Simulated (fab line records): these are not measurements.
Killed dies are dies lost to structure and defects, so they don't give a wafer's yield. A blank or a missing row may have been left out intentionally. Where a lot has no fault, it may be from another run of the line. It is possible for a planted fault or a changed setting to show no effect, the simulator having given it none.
Matching of chambers || flow n5 finfet || 4 sister chambers for N5_DUMMY_GATE_CMP_04 on cmp-01
The step polishes a-Si. 20 wafers are shown with their chamber, then 10 later ones without.

== WAFERS PAIRED WITH THEIR CHAMBERS ==
{"wafer": "L074.4", "chamber": 2, "motor current A (A)": 9.1, "time to endpoint s (s)": 12.5}
{"wafer": "L074.5", "chamber": 1, "motor current A (A)": 9.7, "time to endpoint s (s)": 10.2}
{"wafer": "L074.6", "chamber": 0, "motor current A (A)": 10.0, "time to endpoint s (s)": 12.6}
{"wafer": "L077.1", "chamber": 0, "motor current A (A)": 9.6, "time to endpoint s (s)": 16.5}
{"wafer": "L077.2", "chamber": 3, "motor current A (A)": 10.0, "time to endpoint s (s)": 18.0}
{"wafer": "L077.5", "chamber": 3, "motor current A (A)": 9.9, "time to endpoint s (s)": 15.4}
{"wafer": "L078.2", "chamber": 0, "motor current A (A)": 9.8, "time to endpoint s (s)": 13.8}
{"wafer": "L078.4", "chamber": 1, "motor current A (A)": 9.0, "time to endpoint s (s)": 11.7}
{"wafer": "L078.6", "chamber": 0, "motor current A (A)": 9.3, "time to endpoint s (s)": 13.2}
{"wafer": "L078.1", "chamber": 3, "motor current A (A)": 9.9, "time to endpoint s (s)": 14.5}
{"wafer": "L078.3", "chamber": 2, "motor current A (A)": 9.5, "time to endpoint s (s)": 13.5}
{"wafer": "L078.5", "chamber": 1, "motor current A (A)": 9.6, "time to endpoint s (s)": 12.7}
{"wafer": "L079.2", "chamber": 1, "motor current A (A)": 10.2, "time to endpoint s (s)": 15.0}
{"wafer": "L079.4", "chamber": 3, "motor current A (A)": 10.1, "time to endpoint s (s)": 17.1}
{"wafer": "L079.5", "chamber": 0, "motor current A (A)": 9.3, "time to endpoint s (s)": 14.1}
{"wafer": "L084.4", "chamber": 0, "motor current A (A)": 9.5, "time to endpoint s (s)": 15.8}
{"wafer": "L084.5", "chamber": 2, "motor current A (A)": 9.4, "time to endpoint s (s)": 14.8}
{"wafer": "L084.6", "chamber": 1, "motor current A (A)": 9.5, "time to endpoint s (s)": 15.0}
{"wafer": "L093.3", "chamber": 0, "motor current A (A)": 9.5, "time to endpoint s (s)": 15.3}
{"wafer": "L093.4", "chamber": 1, "motor current A (A)": 9.6, "time to endpoint s (s)": 16.6}

SIGNATURES (means of the wafers above)
{"reading": "motor current A", "chamber 0": 9.571, "chamber 1": 9.600, "chamber 2": 9.333, "chamber 3": 9.975, "scatter within a chamber": 0.279}
{"reading": "time to endpoint s", "chamber 0": 14.471, "chamber 1": 13.533, "chamber 2": 13.600, "chamber 3": 16.250, "scatter within a chamber": 1.79}
Rule: for each reading, subtract the chamber's mean from the wafer's reading, divide by that reading's scatter and square the result; add these up over the readings and take the root, which gives the wafer's distance from the chamber. If the next closest chamber is less than 2 further off than the closest, the wafer can't be placed; otherwise it belongs to the closest. How the scatter is found: for the shown wafers, subtract from each reading the mean of its chamber, square and add these, divide the total by (wafers less chambers), then take the root.

== WAFERS MISSING THEIR CHAMBER ==
{"wafer": "L093.6", "motor current A (A)": 9.6, "time to endpoint s (s)": 14.8}
{"wafer": "L094.1", "motor current A (A)": 10.0, "time to endpoint s (s)": 14.7}
{"wafer": "L094.4", "motor current A (A)": 9.4, "time to endpoint s (s)": 16.6}
{"wafer": "L094.6", "motor current A (A)": 9.8, "time to endpoint s (s)": 14.7}
{"wafer": "L097.1", "motor current A (A)": 9.6, "time to endpoint s (s)": 15.6}
{"wafer": "L097.4", "motor current A (A)": 9.1, "time to endpoint s (s)": 13.6}
{"wafer": "L097.5", "motor current A (A)": 9.5, "time to endpoint s (s)": 17.2}
{"wafer": "L097.2", "motor current A (A)": 10.1, "time to endpoint s (s)": 13.3}
{"wafer": "L097.3", "motor current A (A)": 9.7, "time to endpoint s (s)": 15.3}
{"wafer": "L097.6", "motor current A (A)": 9.3, "time to endpoint s (s)": 15.1}

== THE CHAMBER EACH PASSED THROUGH ==
{"wafer": "L093.6", "from the rows above": "can't be placed: 0 or 1 or 2 or 3", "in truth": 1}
{"wafer": "L094.1", "from the rows above": "can't be placed: 3 or 0 or 1 or 2", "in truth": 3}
{"wafer": "L094.4", "from the rows above": "can't be placed: 0 or 2 or 1 or 3", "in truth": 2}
{"wafer": "L094.6", "from the rows above": "can't be placed: 0 or 1 or 3 or 2", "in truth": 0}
{"wafer": "L097.1", "from the rows above": "can't be placed: 0 or 1 or 3 or 2", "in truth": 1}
{"wafer": "L097.4", "from the rows above": "can't be placed: 2 or 0 or 1", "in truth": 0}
{"wafer": "L097.5", "from the rows above": "can't be placed: 0 or 3 or 1 or 2", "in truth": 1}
{"wafer": "L097.2", "from the rows above": "can't be placed: 3 or 1 or 0 or 2", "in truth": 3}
{"wafer": "L097.3", "from the rows above": "can't be placed: 0 or 1 or 3 or 2", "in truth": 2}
{"wafer": "L097.6", "from the rows above": "can't be placed: 2 or 0 or 1 or 3", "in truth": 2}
Placed correctly: 0 of 10. Not placeable from these rows: 10 (in 10, the candidates include the true chamber). Number placed wrongly: 0.
